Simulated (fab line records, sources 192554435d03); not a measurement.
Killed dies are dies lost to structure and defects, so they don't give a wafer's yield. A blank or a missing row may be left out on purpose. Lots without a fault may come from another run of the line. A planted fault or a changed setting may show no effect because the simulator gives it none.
fab line records | flow n5_finfet | part 2 of 2: steps 23 to 36 of 36
record lots=5 wafers=15 last_day=19
route steps=1938 shown MOL_CONTACT_COAG@537
lots that met no fault: from a run of the same line without faults
start_h: hours from the record's first day to the start of the lot's first wafer shown | wait_h: hours since the lot's step before | " the same as in the row above | L1.1+2: a row that stands for several wafers | - no value, or no start given | * or withheld: withheld | < > ~ a bound
route shown NAME@n: a module of which the file shows steps, and the number in the route of the first | usual: mean/standard deviation of fault-free wafers | same: alike in all rows | chamber/n: place in a boat | sites: the reading at each site | _std_site: their standard deviation | _edge_site: outer sites' mean less inner sites' | radius_mm: how far each site lies from the wafer's centre | mask NAME#n: copy n | behind: the tool/chamber that last shaped the wafer | hold: why the lot was held/for how many hours/how that ended | device: the transistor (n, p or np) that didn't switch | end of line: the same wafers' tests at the end of the route | a step without rows: its recipe alone | killed: dies lost to structure and defects at the first sort, not the wafer's yield | map: a wafer's dies, x killed, . not, _ none there
set.NAME: the setting as run; set.NAME@STEP: as run at that earlier step | model.NAME: the simulator's own value behind a step, which no gauge read
lots at some steps of the route; a table a step, a row a wafer
services: from which hour (start_h, from the record's first day; less than 0 if before it) a tool's chamber was out of use, for how many hours, and why
## steps
# step N5_MOL_CONTACT_COAG_THK_MEAS_29
# recipe reads=SiNx_of_GATE_CUT_PECVD_57+SiNx_of_GATE_CUT_SAC_CAP_01
# usual MD_CAP_THK=17.93/0.12
# columns lot.wafer tool chamber start_h wait_h MD_CAP_THK[nm]
L076.1 film_metro-02 - 112.30 - 18.02
L076.3 " - " " 17.85
L076.4 " - " " 18.05
L079.1 film_metro-01 - 131.73 - 17.83
L079.5 " - " " 17.75
L079.6 " - " " 17.92
L086.1 film_metro-01 - 174.79 - 18.02
L086.2 " - " " 17.87
L086.4 " - " " 18.14
L089.3 film_metro-01 - 191.68 - 17.97
L089.4 " - " " 18.09
L089.6 " - " " 18.13
L092.1 film_metro-02 - 204.53 - 17.76
L092.2 " - " " 17.93
L092.4 " - " " 17.83
# step N5_MOL_CONTACT_COAG_ALD_123
# recipe material=SiNx target_thk_a=50 temp_c=400 ald_precursor_family=SiH2I2 ald_co_reactant=N2/H2-plasma pulse_time_s=1 purge_time_s=2 co_reactant_purge_time_s=2 ald_cycles=100 pressure_torr=2
# usual heater_power_w=870/100 precursor_pulse_height_rel=1.000/0.018
# columns lot.wafer tool chamber start_h wait_h heater_power_w precursor_pulse_height_rel
L076.1 ald_sin-03 3 112.76 0.5 889 1.041
L076.3 " 1 " " 823 0.991
L076.4 " 2 " " 860 0.980
L079.1 ald_sin-01 1 131.77 0.0 725 0.966
L079.5 " 0 " " 937 1.018
L079.6 " 1 " " 737 1.009
L086.1 ald_sin-01 1 174.82 0.0 728 1.013
L086.2 " 2 " " 1087 1.030
L086.4 " 0 " " 956 0.994
L089.3 ald_sin-03 0 191.72 0.0 755 0.982
L089.4 " 3 " " 900 1.015
L089.6 " 0 " " 792 1.036
L092.1 ald_sin-04 2 205.20 0.7 943 1.021
L092.2 " 0 " " 805 0.987
L092.4 " 3 " " 812 0.992
# step N5_MOL_CONTACT_COAG_PECVD_31
# recipe material=SiO2 target_thk_a=460 temp_c=400 precursor=TEOS/O2 pressure_torr=6.5 rf_w=withheld teos_flow_sccm=withheld gas=O2 flow_sccm=2650 time_s=8.9
# columns lot.wafer tool chamber start_h wait_h
L076.1+3+4 pecvd-01 0,2,1 113.26 0.3
L079.1+5+6 pecvd-04 2,2,0 132.28 0.3
L086.1+2+4 pecvd-02 1,0,1 175.33 0.3
L089.3+4+6 pecvd-02 2,0,1 192.22 0.3
L092.1+2+4 pecvd-02 2,1,1 205.70 0.3
# step N5_MOL_CONTACT_COAG_COAT_75
# recipe resist=SOC temp_c=250 time_s=60 spin_rpm=1500 resist_thk_nm=60
# columns lot.wafer tool chamber start_h wait_h
L076.1+3+4 litho_track-05 0 113.32 0.0
L079.1+5+6 litho_track-03 0 132.33 0.0
L086.1+2+4 litho_track-03 0 175.38 0.0
L089.3+4+6 litho_track-02 0 192.28 0.0
L092.1+2+4 litho_track-03 0 205.76 0.0
# step N5_MOL_CONTACT_COAG_COAT_76
# recipe resist=SiARC temp_c=220 time_s=60 spin_rpm=1500 resist_thk_nm=10
# columns lot.wafer tool chamber start_h wait_h
L076.1+3+4 litho_track-05 0 - -
L079.1+5+6 litho_track-03 0 - -
L086.1+2+4 litho_track-03 0 - -
L089.3+4+6 litho_track-02 0 - -
L092.1+2+4 litho_track-03 0 - -
# step N5_MOL_CONTACT_COAG_COAT_77
# recipe resist=underlayer temp_c=205 time_s=60 spin_rpm=1500 resist_thk_nm=10
# columns lot.wafer tool chamber start_h wait_h
L076.1+3+4 litho_track-05 0 - -
L079.1+5+6 litho_track-03 0 - -
L086.1+2+4 litho_track-03 0 - -
L089.3+4+6 litho_track-02 0 - -
L092.1+2+4 litho_track-03 0 - -
# step N5_MOL_CONTACT_COAG_COAT_78
# recipe resist=CAR-EUV spin_rpm=1500 resist_thk_nm=40
# columns lot.wafer tool chamber start_h wait_h
L076.1+3+4 litho_track-05 0 - -
L079.1+5+6 litho_track-03 0 - -
L086.1+2+4 litho_track-03 0 - -
L089.3+4+6 litho_track-02 0 - -
L092.1+2+4 litho_track-03 0 - -
# step N5_MOL_CONTACT_COAG_EBR_80
# recipe solvent=PGMEA ebr_width_mm=1.5
# columns lot.wafer tool chamber start_h wait_h
L076.1+3+4 litho_track-05 0 - -
L079.1+5+6 litho_track-03 0 - -
L086.1+2+4 litho_track-03 0 - -
L089.3+4+6 litho_track-02 0 - -
L092.1+2+4 litho_track-03 0 - -
# step N5_MOL_CONTACT_COAG_SOFTBAKE_79
# recipe temp_c=110 time_s=60 resist=CAR-EUV
# columns lot.wafer tool chamber start_h wait_h
L076.1+3+4 litho_track-05 0 - -
L079.1+5+6 litho_track-03 0 - -
L086.1+2+4 litho_track-03 0 - -
L089.3+4+6 litho_track-02 0 - -
L092.1+2+4 litho_track-03 0 - -
# step N5_MOL_CONTACT_COAG_EXPOSE_81
# recipe mask_id=VG na=0.33 source_shape=annular sigma_inner=0.3 sigma_outer=0.7 polarization=unpolarized defocus_nm=0 dose_mj=59.5
# usual reticle_temp_C=23.00/0.098
# columns lot.wafer tool chamber start_h wait_h mask reticle_temp_C
L076.1 euv_scanner-02 0 113.58 - VG#0 23.10
L076.3 " 0 " " VG#0 22.93
L076.4 " 0 " " VG#0 23.07
L079.1 euv_scanner-01 0 132.47 - VG#0 22.95
L079.5 " 0 " " VG#0 22.97
L079.6 " 0 " " VG#0 22.83
L086.1 euv_scanner-01 0 175.52 - VG#0 22.99
L086.2 " 0 " " VG#0 22.88
L086.4 " 0 " " VG#0 22.91
L089.3 euv_scanner-01 0 192.56 - VG#0 23.16
L089.4 " 0 " " VG#0 22.88
L089.6 " 0 " " VG#0 23.03
L092.1 euv_scanner-02 0 206.02 - VG#0 22.98
L092.2 " 0 " " VG#0 23.03
L092.4 " 0 " " VG#0 23.01
# step N5_MOL_CONTACT_COAG_PEB_82
# recipe peb_temp_c=100 peb_time_s=60 resist=CAR-EUV
# columns lot.wafer tool chamber start_h wait_h
L076.1+3+4 litho_track-03 0 113.66 0.1
L079.1+5+6 litho_track-03 0 132.55 0.1
L086.1+2+4 litho_track-03 0 175.60 0.1
L089.3+4+6 litho_track-03 0 192.62 0.1
L092.1+2+4 litho_track-02 0 206.10 0.1
# step N5_MOL_CONTACT_COAG_DEVELOP_83
# recipe develop_time_s=30 developer=TMAH resist=CAR-EUV rinse_liquid=surfactant_rinse dry=air_spin dev_temp_c=23
# columns lot.wafer tool chamber start_h wait_h
L076.1+3+4 litho_track-03 0 - -
L079.1+5+6 litho_track-03 0 - -
L086.1+2+4 litho_track-03 0 - -
L089.3+4+6 litho_track-03 0 - -
L092.1+2+4 litho_track-02 0 - -
# step N5_MOL_CONTACT_COAG_CD_MEAS_84
# recipe target_cd_nm=25.1 landing_energy_ev=500 detector=se_inlens polarity=opening
# usual cd_nm=25.06/0.26
# columns lot.wafer tool chamber start_h wait_h cd_nm
L076.1 cd_sem-02 0 113.72 - 25.04
L076.3 " 0 " " 25.31
L076.4 " 0 " " 25.11
L079.1 cd_sem-02 0 132.61 - 24.73
L079.5 " 0 " " 25.11
L079.6 " 0 " " 25.36
L086.1 cd_sem-01 0 175.66 - 24.75
L086.2 " 0 " " 24.98
L086.4 " 0 " " 24.93
L089.3 cd_sem-01 0 192.69 - 25.29
L089.4 " 0 " " 24.94
L089.6 " 0 " " 25.49
L092.1 cd_sem-03 0 206.17 - 25.24
L092.2 " 0 " " 25.26
L092.4 " 0 " " 25.09
# step N5_MOL_CONTACT_COAG_OVL_MEAS_85
# recipe points_per_wafer=522
# usual VG_OVL=0.1/0.66
# same points_per_wafer=522
# columns lot.wafer tool chamber start_h wait_h VG_OVL[nm]
L076.1 overlay-02 0 113.75 0.0 -0.3
L076.3 " 0 " " 0.3
L076.4 " 0 " " 1.5
L079.1 overlay-02 0 132.64 0.0 0.5
L079.5 " 0 " " 0.4
L079.6 " 0 " " -1.1
L086.1 overlay-01 0 175.70 0.0 0.5
L086.2 " 0 " " -0.2
L086.4 " 0 " " 0.9
L089.3 overlay-01 0 192.73 0.0 -1.0
L089.4 " 0 " " -0.5
L089.6 " 0 " " 0.4
L092.1 overlay-01 0 206.20 0.0 1.5
L092.2 " 0 " " 1.0
L092.4 " 0 " " 1.3
## services
# columns tool chamber start_h hours kind
ald_sin-01 - 79.38 14.6 pm
cmp-01 - 85.10 4.0 pm
pvd_sputter-03 - 87.28 0.9 repair
cmp-03 - 88.23 0.9 repair
cmp-01 - 91.56 4.1 pm
pvd_sputter-02 - 94.64 5.5 repair
pvd_sputter-03 - 98.01 2.3 repair
pecvd-02 - 101.16 2.3 repair
pvd_sputter-02 - 102.33 3.4 repair
euv_scanner-01 - 106.50 1.0 pm
implanter-01 - 108.35 3.0 repair
rie_diel-01 - 109.73 14.6 pm
pvd_sputter-02 - 113.98 5.4 repair
wet_bench-06 - 114.37 3.9 repair
pvd_sputter-03 - 115.44 3.8 repair
euv_scanner-01 - 130.50 0.6 repair
euv_scanner-01 - 138.17 4.6 pm
wet_bench-04 - 158.18 1.4 repair
euv_scanner-01 - 158.25 1.1 repair
rtp_anneal-01 - 179.09 1.0 pm
cmp-03 - 185.93 5.7 pm
pvd_sputter-03 - 189.21 0.6 repair
rie_diel-04 1 200.64 69.6 repair
rie_diel-04 3 203.83 8.1 repair
